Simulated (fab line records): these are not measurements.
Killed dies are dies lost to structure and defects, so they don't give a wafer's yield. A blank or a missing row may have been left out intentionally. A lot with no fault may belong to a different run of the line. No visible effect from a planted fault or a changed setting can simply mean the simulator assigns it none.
Chamber matching || flow nand harc || pecvd-03 running NHARC_P_M0_DEP_32: 3 sister chambers
The step deposits SiCN, target thk 30 nm. 20 wafers are shown with their chamber, then 10 later ones without.

EACH WAFER AND ITS CHAMBER
{"wafer": "L075.2", "chamber": 1, "heater power w (W)": 664}
{"wafer": "L075.3", "chamber": 2, "heater power w (W)": 533}
{"wafer": "L075.5", "chamber": 1, "heater power w (W)": 654}
{"wafer": "L080.1", "chamber": 2, "heater power w (W)": 565}
{"wafer": "L080.2", "chamber": 1, "heater power w (W)": 732}
{"wafer": "L080.4", "chamber": 0, "heater power w (W)": 588}
{"wafer": "L081.3", "chamber": 0, "heater power w (W)": 652}
{"wafer": "L081.5", "chamber": 2, "heater power w (W)": 566}
{"wafer": "L081.6", "chamber": 1, "heater power w (W)": 731}
{"wafer": "L082.1", "chamber": 1, "heater power w (W)": 716}
{"wafer": "L082.4", "chamber": 0, "heater power w (W)": 632}
{"wafer": "L082.5", "chamber": 1, "heater power w (W)": 694}
{"wafer": "L086.1", "chamber": 2, "heater power w (W)": 542}
{"wafer": "L086.2", "chamber": 0, "heater power w (W)": 565}
{"wafer": "L086.3", "chamber": 1, "heater power w (W)": 652}
{"wafer": "L089.2", "chamber": 2, "heater power w (W)": 536}
{"wafer": "L089.3", "chamber": 0, "heater power w (W)": 649}
{"wafer": "L089.5", "chamber": 2, "heater power w (W)": 547}
{"wafer": "L091.1", "chamber": 0, "heater power w (W)": 598}
{"wafer": "L091.3", "chamber": 1, "heater power w (W)": 648}

SIGNATURES (averages over the wafers above)
{"reading": "heater power w", "chamber 0": 614.00, "chamber 1": 686.38, "chamber 2": 548.17, "scatter within a chamber": 31.2}
Rule: distance of a wafer from a chamber = root of the sum over the readings of ((wafer's reading minus chamber's mean) / reading's scatter) squared. If the next closest chamber is less than 2 further off than the closest, the wafer can't be placed; otherwise it belongs to the closest. The scatter: take each reading less its chamber's mean, square it, sum over the shown wafers, divide by the number of wafers less the number of chambers, and take the root.

WAFERS MISSING THEIR CHAMBER
{"wafer": "L091.4", "heater power w (W)": 648}
{"wafer": "L090.1", "heater power w (W)": 557}
{"wafer": "L090.4", "heater power w (W)": 615}
{"wafer": "L090.5", "heater power w (W)": 560}
{"wafer": "L095.3", "heater power w (W)": 613}
{"wafer": "L095.5", "heater power w (W)": 651}
{"wafer": "L095.6", "heater power w (W)": 636}
{"wafer": "L096.1", "heater power w (W)": 506}
{"wafer": "L096.5", "heater power w (W)": 683}
{"wafer": "L096.6", "heater power w (W)": 499}

WHICH CHAMBER EACH WENT THROUGH
{"wafer": "L091.4", "from the rows above": "can't be placed: 0 or 1", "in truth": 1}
{"wafer": "L090.1", "from the rows above": "can't be placed: 2 or 0", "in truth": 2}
{"wafer": "L090.4", "from the rows above": 0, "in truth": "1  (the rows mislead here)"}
{"wafer": "L090.5", "from the rows above": "can't be placed: 2 or 0", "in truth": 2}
{"wafer": "L095.3", "from the rows above": 0, "in truth": 0}
{"wafer": "L095.5", "from the rows above": "can't be placed: 1 or 0", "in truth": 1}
{"wafer": "L095.6", "from the rows above": "can't be placed: 0 or 1", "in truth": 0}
{"wafer": "L096.1", "from the rows above": 2, "in truth": 2}
{"wafer": "L096.5", "from the rows above": 1, "in truth": 1}
{"wafer": "L096.6", "from the rows above": 2, "in truth": 2}
4 of 10 placed correctly. From these rows, 5 cannot be placed; in 5 the true chamber is one of the candidates. Wrongly placed: 1.
